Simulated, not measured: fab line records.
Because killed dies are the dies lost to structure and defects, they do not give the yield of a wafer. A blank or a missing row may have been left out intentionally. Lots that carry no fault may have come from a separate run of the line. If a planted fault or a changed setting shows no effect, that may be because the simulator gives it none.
fab line records + flow n5-finfet + part 2 of 2: steps 5 to 6 of 6
record:
- lots: 23
- wafers: 69
- last-day: 17
route steps=1938 shown BEOL_M0@720 BEOL_M1@766
lots untouched by any fault: they come from a run of this same line in which no faults occurred
start-h: hours from the record's opening day to when the first of the lot's shown wafers began + wait-h: hours elapsed since this lot's preceding step + " the same as in the row above + L1.1+2: a single row standing in for several wafers + - no value, or no start given + * or withheld: withheld + < > ~ a bound
route shown NAME@n: names a module that has steps shown in the file, with the first one's number in the route + usual: the fault-free wafers' mean and standard deviation + same: alike in all rows + chamber/n: place in a boat + sites: each site's reading + _std_site: the values' standard deviation + _edge_site: the outer-site mean with the inner-site mean subtracted + radius-mm: how far each site lies from the wafer's centre + mask NAME#n: copy n + behind: the last tool/chamber to shape the wafer + hold: cause of the lot's hold/its duration in hours/its outcome + device: the transistor (n, p or np) that didn't switch + end of line: the same wafers' tests at the end of the route + a step given without rows: its recipe and nothing more + killed: at the first sort, the dies lost to defects and structure; wafer yield is something else + map: the dies of a wafer, with x for killed, . for not killed, _ for no die there
set.NAME: the setting as run; set.NAME@STEP: as run at that earlier step + model.NAME: the simulator's own value behind a step, which no gauge read
a sample of lots followed through the steps of the route, with each step as a table and each wafer as a row
services: a tool's chamber out of use, with start hour (start-h, from the record's first day; less than 0 if before it), hours out, and reason
== steps ==
step: N5_BEOL_M1_STRIP_19
recipe:
- chemistry: O2
- power-w: 400
- temp-c: 40
- pressure-mtorr: 30
- rf-frequency-hz: 6e+07
- bias-power-w: 0
- overash-fraction: 0.2
- o2-flow-sccm: 225
usual:
- drypump-motor-current-A: 5.8/0.5
- o2-flow-sccm: 224.9/0.65
- oes-product-au: 0.80/0.082
- rf-vpp-V: 3.7/0.45
- showerhead-plenum-p-Torr: 2.11/0.072
- throttle-valve-pct: 16.67/0.21
| lot.wafer | tool        | chamber | start-h | wait-h | drypump-motor-current-A | o2-flow-sccm | oes-product-au | rf-hours-counter-h | rf-vpp-V | showerhead-plenum-p-Torr | throttle-valve-pct |
|-----------|-------------|---------|---------|--------|-------------------------|--------------|----------------|--------------------|----------|--------------------------|--------------------|
| L074.1    | rie-diel-06 | 1       | 121.89  | 0.1    | 5.5                     | 226.1        | 0.75           | 163                | 5.0      | 2.00                     | 16.57              |
| L074.3    | "           | 3       | "       | "      | 6.6                     | 224.8        | 0.86           | 62                 | 3.1      | 2.05                     | 16.65              |
| L074.5    | "           | 1       | "       | "      | 5.5                     | 225.1        | 0.75           | -                  | 4.1      | 2.00                     | 16.58              |
| L075.3    | rie-diel-02 | 3       | 136.28  | 0.1    | 6.6                     | 225.4        | 0.67           | 247                | 4.1      | 2.16                     | 16.81              |
| L075.5    | "           | 3       | "       | "      | 6.6                     | 224.4        | 0.67           | -                  | 4.4      | 2.16                     | 16.83              |
| L075.6    | "           | 2       | "       | "      | 5.1                     | 225.3        | 0.81           | -                  | 3.6      | 2.04                     | 16.54              |
| L077.1    | rie-diel-05 | 3       | 140.07  | 0.1    | 5.8                     | 223.8        | 0.68           | 240                | 4.0      | 1.98                     | 16.94              |
| L077.4    | "           | 2       | "       | "      | 5.4                     | 224.8        | 0.75           | 164                | 3.5      | 2.09                     | 16.96              |
| L077.6    | "           | 2       | "       | "      | 5.4                     | 224.8        | 0.75           | -                  | 3.5      | 2.09                     | 16.97              |
| L076.1    | rie-diel-05 | 2       | 143.04  | 0.1    | 5.4                     | 224.7        | 0.74           | 165                | 3.8      | 2.09                     | 16.97              |
| L076.4    | "           | 0       | "       | "      | 5.7                     | 223.7        | 0.70           | 245                | 3.1      | 2.07                     | 16.70              |
| L076.5    | "           | 1       | "       | "      | 5.8                     | 224.3        | 0.76           | -                  | 4.1      | 2.18                     | 16.81              |
| L078.1    | rie-diel-06 | 2       | 145.51  | 0.1    | 6.5                     | 224.0        | 0.78           | 141                | 3.7      | 2.10                     | 16.75              |
| L078.2    | "           | 3       | "       | "      | 6.6                     | 224.5        | 0.85           | 69                 | 4.1      | 2.05                     | 16.67              |
| L078.3    | "           | 0       | "       | "      | 5.7                     | 224.2        | 0.88           | 32                 | 3.5      | 2.13                     | 16.25              |
| L079.2    | rie-diel-06 | 3       | 150.62  | 0.1    | 6.5                     | 225.1        | 0.84           | 70                 | 3.8      | 2.05                     | 16.68              |
| L079.3    | "           | 0       | "       | "      | 5.7                     | 226.2        | 0.87           | 33                 | 4.3      | 2.13                     | 16.27              |
| L079.5    | "           | 0       | "       | "      | 5.7                     | 225.8        | 0.87           | -                  | 3.5      | 2.13                     | 16.26              |
| L080.1    | rie-diel-05 | 1       | 158.04  | 0.2    | 5.9                     | 225.0        | 0.75           | 171                | 3.2      | 2.18                     | 16.82              |
| L080.2    | "           | 0       | "       | "      | 5.6                     | 225.4        | 0.70           | 249                | 3.5      | 2.07                     | 16.71              |
| L080.6    | "           | 0       | "       | "      | 5.6                     | 225.4        | 0.69           | -                  | 3.3      | 2.07                     | 16.71              |
| L081.2    | rie-diel-02 | 0       | 177.41  | 0.1    | 5.1                     | 224.4        | 0.93           | 13                 | 3.8      | 2.22                     | 16.75              |
| L081.4    | "           | 3       | "       | "      | 6.5                     | 224.7        | 0.96           | 6                  | 3.0      | 2.16                     | 16.37              |
| L081.5    | "           | 2       | "       | "      | 5.1                     | 224.7        | 0.80           | -                  | 4.7      | 2.03                     | 16.57              |
| L084.1    | rie-diel-05 | 1       | 189.57  | 0.2    | 5.8                     | 225.2        | 0.74           | 182                | 3.8      | 2.18                     | 16.83              |
| L084.3    | "           | 2       | "       | "      | 5.4                     | 226.0        | 0.74           | 182                | 3.3      | 2.08                     | 17.00              |
| L084.5    | "           | 1       | "       | "      | 5.8                     | 225.4        | 0.74           | -                  | 3.7      | 2.18                     | 16.85              |
| L083.1    | rie-diel-05 | 1       | 191.93  | 0.2    | 5.8                     | 225.2        | 0.75           | 183                | 2.6      | 2.18                     | 16.83              |
| L083.3    | "           | 0       | "       | "      | 5.6                     | 224.3        | 0.97           | 5                  | 3.5      | 2.07                     | 16.27              |
| L083.5    | "           | 2       | "       | "      | 5.4                     | 225.9        | 0.73           | -                  | 4.4      | 2.08                     | 17.00              |
| L082.3    | rie-diel-02 | 3       | 192.55  | 0.2    | 6.6                     | 225.2        | 0.95           | 12                 | 3.7      | 2.16                     | 16.38              |
| L082.4    | "           | 1       | "       | "      | 5.5                     | 224.0        | 0.74           | -                  | 3.7      | 2.18                     | 16.76              |
| L082.5    | "           | 3       | "       | "      | 6.6                     | 225.2        | 0.94           | -                  | 4.0      | 2.16                     | 16.41              |
| L085.2    | rie-diel-06 | 0       | 198.24  | 0.1    | 5.7                     | 225.0        | 0.85           | 48                 | 4.1      | 2.12                     | 16.29              |
| L085.4    | "           | 1       | "       | "      | 5.5                     | 225.8        | 0.73           | 187                | 3.4      | 1.99                     | 16.62              |
| L085.5    | "           | 3       | "       | "      | 6.6                     | 225.8        | 0.84           | -                  | 2.8      | 2.04                     | 16.67              |
| L086.2    | rie-diel-02 | 0       | 204.82  | 0.1    | 5.1                     | 225.9        | 0.91           | 24                 | 3.6      | 2.22                     | 16.77              |
| L086.4    | "           | 0       | "       | "      | 5.1                     | 224.7        | 0.92           | -                  | 3.0      | 2.22                     | 16.77              |
| L086.6    | "           | 1       | "       | "      | 5.6                     | 225.7        | 0.74           | -                  | 4.1      | 2.18                     | 16.80              |
| L087.2    | rie-diel-06 | 3       | 209.51  | 0.2    | 6.6                     | 225.3        | 0.83           | 88                 | 3.8      | 2.04                     | 16.69              |
| L087.3    | "           | 2       | "       | "      | 6.5                     | 225.9        | 0.76           | 160                | 3.1      | 2.09                     | 16.79              |
| L087.4    | "           | 1       | "       | "      | 5.5                     | 224.0        | 0.73           | 190                | 3.8      | 1.99                     | 16.65              |
| L088.3    | rie-diel-02 | 0       | 215.31  | 0.1    | 5.1                     | 226.0        | 0.91           | 29                 | 3.4      | 2.22                     | 16.78              |
| L088.4    | "           | 3       | "       | "      | 6.6                     | 225.2        | 0.91           | -                  | 3.6      | 2.15                     | 16.42              |
| L088.5    | "           | 1       | "       | "      | 5.6                     | 225.1        | 0.74           | -                  | 3.6      | 2.18                     | 16.79              |
| L089.1    | rie-diel-02 | 1       | 219.24  | 0.1    | 5.5                     | 226.4        | 0.74           | 175                | 4.2      | 2.18                     | 16.77              |
| L089.3    | "           | 0       | "       | "      | 5.1                     | 223.7        | 0.90           | 30                 | 3.4      | 2.22                     | 16.77              |
| L089.4    | "           | 0       | "       | "      | 5.1                     | 225.3        | 0.90           | -                  | 4.8      | 2.22                     | 16.78              |
| L090.1    | rie-diel-02 | 3       | 228.33  | 0.1    | 6.6                     | 224.7        | 0.90           | 27                 | 2.9      | 2.15                     | 16.42              |
| L090.2    | "           | 1       | "       | "      | 5.6                     | 224.9        | 0.73           | 179                | 3.8      | 2.18                     | 16.80              |
| L090.3    | "           | 0       | "       | "      | 5.1                     | 225.0        | 0.89           | 34                 | 3.9      | 2.22                     | 16.79              |
| L092.1    | rie-diel-06 | 2       | 238.58  | 0.1    | 6.5                     | 225.5        | 0.75           | 169                | 3.4      | 2.09                     | 16.79              |
| L092.4    | "           | 1       | "       | "      | 5.5                     | 225.8        | 0.73           | 199                | 4.1      | 1.99                     | 16.64              |
| L092.5    | "           | 2       | "       | "      | 6.5                     | 224.3        | 0.76           | -                  | 3.9      | 2.09                     | 16.79              |
| L093.1    | rie-diel-02 | 0       | 243.22  | 0.1    | 5.1                     | 223.9        | 0.88           | 38                 | 3.5      | 2.22                     | 16.79              |
| L093.2    | "           | 2       | "       | "      | 5.1                     | 224.6        | 0.80           | 96                 | 4.2      | 2.03                     | 16.59              |
| L093.5    | "           | 0       | "       | "      | 5.1                     | 223.8        | 0.88           | -                  | 3.8      | 2.21                     | 16.78              |
| L094.2    | rie-diel-05 | 1       | 250.83  | 0.1    | 5.8                     | 223.7        | 0.73           | 202                | 4.8      | 2.17                     | 16.87              |
| L094.3    | "           | 0       | "       | "      | 5.6                     | 225.2        | 0.92           | 23                 | 4.1      | 2.06                     | 16.31              |
| L094.5    | "           | 3       | "       | "      | 5.7                     | 224.4        | 0.92           | -                  | 3.4      | 2.24                     | 16.53              |
| L095.2    | rie-diel-06 | 3       | 253.72  | 0.1    | 6.6                     | 225.2        | 0.81           | 100                | 3.0      | 2.04                     | 16.72              |
| L095.4    | "           | 0       | "       | "      | 5.7                     | 225.0        | 0.83           | 63                 | 3.1      | 2.12                     | 16.33              |
| L095.6    | "           | 2       | "       | "      | 6.5                     | 225.2        | 0.76           | -                  | 3.8      | 2.09                     | 16.81              |
| L096.1    | rie-diel-06 | 2       | 260.15  | 0.1    | 6.5                     | 225.4        | 0.75           | 175                | 3.8      | 2.09                     | 16.82              |
| L096.2    | "           | 0       | "       | "      | 5.7                     | 225.7        | 0.83           | 65                 | 3.3      | 2.12                     | 16.31              |
| L096.6    | "           | 0       | "       | "      | 5.7                     | 225.0        | 0.83           | -                  | 2.9      | 2.12                     | 16.31              |
| L097.1    | rie-diel-05 | 1       | 262.52  | 0.1    | 5.8                     | 224.6        | 0.72           | 204                | 3.6      | 2.17                     | 16.88              |
| L097.2    | "           | 2       | "       | "      | 5.4                     | 224.3        | 0.71           | 204                | 3.7      | 2.07                     | 17.04              |
| L097.4    | "           | 3       | "       | "      | 5.7                     | 224.6        | 0.92           | 18                 | 3.8      | 2.24                     | 16.54              |
step: N5_BEOL_M1_INSPECT_30
recipe:
- mode: adi
- inspect-instrument: brightfield
usual:
- raw-defect-count: 398/98
| lot.wafer | tool              | chamber | start-h | wait-h | raw-defect-count |
|-----------|-------------------|---------|---------|--------|------------------|
| L074.1    | defect-inspect-01 | -       | 122.37  | 0.1    | 269              |
| L074.3    | "                 | -       | "       | "      | 302              |
| L074.5    | "                 | -       | "       | "      | 233              |
| L075.3    | defect-inspect-01 | -       | 136.94  | 0.0    | 462              |
| L075.5    | "                 | -       | "       | "      | 532              |
| L075.6    | "                 | -       | "       | "      | 482              |
| L077.1    | defect-inspect-01 | -       | 140.54  | 0.1    | 400              |
| L077.4    | "                 | -       | "       | "      | 433              |
| L077.6    | "                 | -       | "       | "      | 349              |
| L076.1    | defect-inspect-01 | -       | 143.52  | 0.1    | 546              |
| L076.4    | "                 | -       | "       | "      | 235              |
| L076.5    | "                 | -       | "       | "      | 410              |
| L078.1    | defect-inspect-02 | -       | 146.11  | 0.1    | 267              |
| L078.2    | "                 | -       | "       | "      | 262              |
| L078.3    | "                 | -       | "       | "      | 344              |
| L079.2    | defect-inspect-01 | -       | 151.10  | 0.0    | 331              |
| L079.3    | "                 | -       | "       | "      | 419              |
| L079.5    | "                 | -       | "       | "      | 452              |
| L080.1    | defect-inspect-01 | -       | 158.52  | 0.1    | 434              |
| L080.2    | "                 | -       | "       | "      | 478              |
| L080.6    | "                 | -       | "       | "      | 495              |
| L081.2    | defect-inspect-01 | -       | 177.89  | 0.0    | 528              |
| L081.4    | "                 | -       | "       | "      | 397              |
| L081.5    | "                 | -       | "       | "      | 337              |
| L084.1    | defect-inspect-01 | -       | 190.19  | 0.1    | 278              |
| L084.3    | "                 | -       | "       | "      | 331              |
| L084.5    | "                 | -       | "       | "      | 296              |
| L083.1    | defect-inspect-02 | -       | 192.41  | 0.1    | 446              |
| L083.3    | "                 | -       | "       | "      | 365              |
| L083.5    | "                 | -       | "       | "      | 529              |
| L082.3    | defect-inspect-02 | -       | 193.03  | 0.0    | 402              |
| L082.4    | "                 | -       | "       | "      | 508              |
| L082.5    | "                 | -       | "       | "      | 408              |
| L085.2    | defect-inspect-02 | -       | 198.84  | 0.0    | 526              |
| L085.4    | "                 | -       | "       | "      | 350              |
| L085.5    | "                 | -       | "       | "      | 308              |
| L086.2    | defect-inspect-01 | -       | 205.42  | 0.0    | 488              |
| L086.4    | "                 | -       | "       | "      | 422              |
| L086.6    | "                 | -       | "       | "      | 420              |
| L087.2    | defect-inspect-02 | -       | 209.99  | 0.0    | 327              |
| L087.3    | "                 | -       | "       | "      | 385              |
| L087.4    | "                 | -       | "       | "      | 305              |
| L088.3    | defect-inspect-02 | -       | 215.79  | 0.0    | 283              |
| L088.4    | "                 | -       | "       | "      | 283              |
| L088.5    | "                 | -       | "       | "      | 293              |
| L089.1    | defect-inspect-02 | -       | 219.85  | 0.1    | 408              |
| L089.3    | "                 | -       | "       | "      | 346              |
| L089.4    | "                 | -       | "       | "      | 412              |
| L090.1    | defect-inspect-01 | -       | 228.94  | 0.1    | 654              |
| L090.2    | "                 | -       | "       | "      | 484              |
| L090.3    | "                 | -       | "       | "      | 626              |
| L092.1    | defect-inspect-02 | -       | 239.18  | 0.1    | 351              |
| L092.4    | "                 | -       | "       | "      | 395              |
| L092.5    | "                 | -       | "       | "      | 404              |
| L093.1    | defect-inspect-01 | -       | 243.70  | 0.1    | 415              |
| L093.2    | "                 | -       | "       | "      | 399              |
| L093.5    | "                 | -       | "       | "      | 425              |
| L094.2    | defect-inspect-02 | -       | 251.44  | 0.0    | 300              |
| L094.3    | "                 | -       | "       | "      | 274              |
| L094.5    | "                 | -       | "       | "      | 357              |
| L095.2    | defect-inspect-02 | -       | 254.20  | 0.0    | 493              |
| L095.4    | "                 | -       | "       | "      | 310              |
| L095.6    | "                 | -       | "       | "      | 283              |
| L096.1    | defect-inspect-01 | -       | 260.75  | 0.1    | 421              |
| L096.2    | "                 | -       | "       | "      | 325              |
| L096.6    | "                 | -       | "       | "      | 371              |
| L097.1    | defect-inspect-01 | -       | 263.12  | 0.1    | 274              |
| L097.2    | "                 | -       | "       | "      | 414              |
| L097.4    | "                 | -       | "       | "      | 240              |
== services ==
| tool         | chamber | start-h | hours | kind                          |
|--------------|---------|---------|-------|-------------------------------|
| rie-diel-03  | 3       | 90.78   | 8.7   | repair                        |
| rie-metal-02 | -       | 101.95  | 14.6  | pm                            |
| rie-diel-06  | 1       | 113.05  | 1.8   | repair                        |
| rie-diel-02  | 2       | 113.09  | 5.5   | repair                        |
| rie-diel-02  | 3       | 114.85  | 2.7   | repair                        |
| rie-diel-02  | 0       | 118.74  | -     | clean                         |
| rie-diel-02  | 0       | 118.74  | -     | consumable-replace:focus-ring |
| rie-diel-02  | 0       | 118.74  | -     | consumable-replace:showerhead |
| rie-diel-02  | 0       | 118.74  | 18.6  | scheduled-down                |
| rie-diel-02  | 0       | 118.74  | 18.6  | vent-cycle                    |
| rie-diel-03  | 2       | 120.65  | 6.2   | repair                        |
| rie-diel-01  | 1       | 121.10  | 5.2   | repair                        |
| rie-diel-05  | 0       | 134.07  | 5.7   | repair                        |
| rie-metal-03 | -       | 144.48  | 14.6  | pm                            |
| rie-diel-03  | 0       | 155.80  | 6.7   | repair                        |
| rie-metal-03 | 0       | 184.21  | 10.9  | repair                        |
| rie-diel-02  | 2       | 187.47  | 42.2  | repair                        |
| rie-metal-02 | -       | 190.48  | 2.7   | repair                        |
| rie-diel-05  | -       | 197.43  | 0.5   | repair                        |
| rie-metal-02 | -       | 227.80  | 2.8   | pm                            |
| rie-diel-01  | 1       | 228.63  | 16.2  | repair                        |
| rie-diel-03  | -       | 239.55  | 1.0   | repair                        |
| rie-metal-03 | -       | 257.92  | 0.4   | repair                        |
| rie-diel-03  | 1       | 261.09  | 19.7  | repair                        |
